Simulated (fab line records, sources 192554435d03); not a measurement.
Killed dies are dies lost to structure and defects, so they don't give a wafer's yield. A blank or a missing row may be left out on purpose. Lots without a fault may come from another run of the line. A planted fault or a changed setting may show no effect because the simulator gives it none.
Split-lot experiment | flow n5_finfet | 7 lots, 21 wafers read, on a route of 1938 steps

THE SPLIT
At N5_SDB_ETCH_25 (etches SiO2 in C4F6/O2, target depth 10 nm, time 3.3 s), the setting time_s was moved away from the recipe's 3.3 s on 9 of the 21 wafers read, by -16.2% to +15.6%. The other wafers ran this setting at the recipe's value.

The reading is taken at the split's own step.

THE READING
etch.depth_nm (the simulator's own value, which no gauge read), in nm, at N5_SDB_ETCH_25 (etches SiO2 in C4F6/O2, target depth 10 nm, time 3.3 s). The file gives no usual value for it. The 12 wafers here that ran the recipe average 9.986 nm, standard deviation 0.11 nm.

wafer  | tool, chamber at the split | time_s as run, s | against the recipe | etch.depth_nm, nm | against lot-mates on the recipe
L076.2 | rie_diel-01, 0             | 2.908            | -11.9%             | 8.748             | -1.160
L076.4 | rie_diel-01, 3             | 3.3              | recipe             | 9.851             | -
L076.6 | rie_diel-01, 0             | 3.3              | recipe             | 9.965             | -
L078.1 | rie_diel-01, 0             | 3.3              | recipe             | 9.899             | -
L078.2 | rie_diel-01, 3             | 3.08             | -6.7%              | 9.089             | -0.810
L078.6 | rie_diel-01, 0             | 3.08             | -6.7%              | 9.255             | -0.644
L082.3 | rie_diel-01, 3             | 3.3              | recipe             | 9.848             | -
L082.4 | rie_diel-01, 0             | 3.3              | recipe             | 10.09             | -
L082.5 | rie_diel-01, 0             | 3.599            | +9.1%              | 10.86             | +0.891
L083.1 | rie_diel-01, 0             | 3.814            | +15.6%             | 11.46             | no lot-mate on the recipe
L083.2 | rie_diel-01, 1             | 3.814            | +15.6%             | 12.04             | no lot-mate on the recipe
L083.5 | rie_diel-01, 2             | 3.814            | +15.6%             | 11.7              | no lot-mate on the recipe
L089.2 | rie_diel-01, 2             | 3.3              | recipe             | 9.963             | -
L089.3 | rie_diel-01, 0             | 3.799            | +15.1%             | 11.36             | +1.483
L089.4 | rie_diel-01, 3             | 3.3              | recipe             | 9.791             | -
L092.1 | rie_diel-01, 2             | 3.3              | recipe             | 10.18             | -
L092.2 | rie_diel-01, 3             | 3.3              | recipe             | 10.04             | -
L092.4 | rie_diel-01, 0             | 3.3              | recipe             | 10.06             | -
L096.1 | rie_diel-05, 2             | 2.765            | -16.2%             | 8.311             | -1.764
L096.2 | rie_diel-05, 3             | 3.3              | recipe             | 10.05             | -
L096.3 | rie_diel-05, 0             | 3.3              | recipe             | 10.1              | -

THE FIT
A straight line over all 21 wafers: etch.depth_nm changes by +0.107 nm for each +1% of time_s; r = +0.99; the points scatter about the line by 0.15 nm.
The same after taking each lot's own level away (the mean of its wafers on the recipe; 18 wafers): +0.102 nm for each +1%; r = +0.99; scatter 0.078 nm.
On that fit, the largest move of time_s shifts the reading by 1.7 nm.
The lots' own levels span 9.8770 to 10.0933 nm, that is 1.9 times the standard deviation above.
So the lot-to-lot level changes the slope little: the two slopes agree.
Check: with one of the wafers moved furthest among these (-16.2%) left out of the fit, the line predicts -1.63 nm for it against its lot-mates. It came out at -1.76 nm against them.

OTHER SPLITS ON THESE WAFERS
These wafers also went through other splits before the reading. Each is held against what the fit with the lots' levels taken away leaves over:
other split on the same wafers       | wafers away from the commonest value | r with etch.depth_nm (lot level and that fit taken away)
N5_WELL_APT_COAT_02 spin_rpm         | 5                                    | +0.18
N5_WELL_APT_PEB_06 peb_time_s        | 8                                    | -0.46
N5_WELL_APT_PEB_23 peb_time_s        | 5                                    | -0.18
N5_WELL_APT_DESCUM_30 time_s         | 7                                    | +0.35
N5_FIN_SAQP_ETCH_65 time_s           | 8                                    | +0.05
N5_STI_FIN_REVEAL_ETCHBACK_08 time_s | 5                                    | -0.38
N5_STI_FIN_REVEAL_PRECLEAN_17 time_s | 7                                    | +0.16
N5_SD_EPI_N_COAT_32 spin_rpm         | 3                                    | +0.11
N5_SD_EPI_N_COAT_33 spin_rpm         | 7                                    | +0.15
N5_SD_EPI_N_ETCH_45 target_depth_a   | 4                                    | -0.25

THE FILE'S OWN FIT
etch.depth_nm changes by +0.102 nm for each +1% of time_s, r = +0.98.
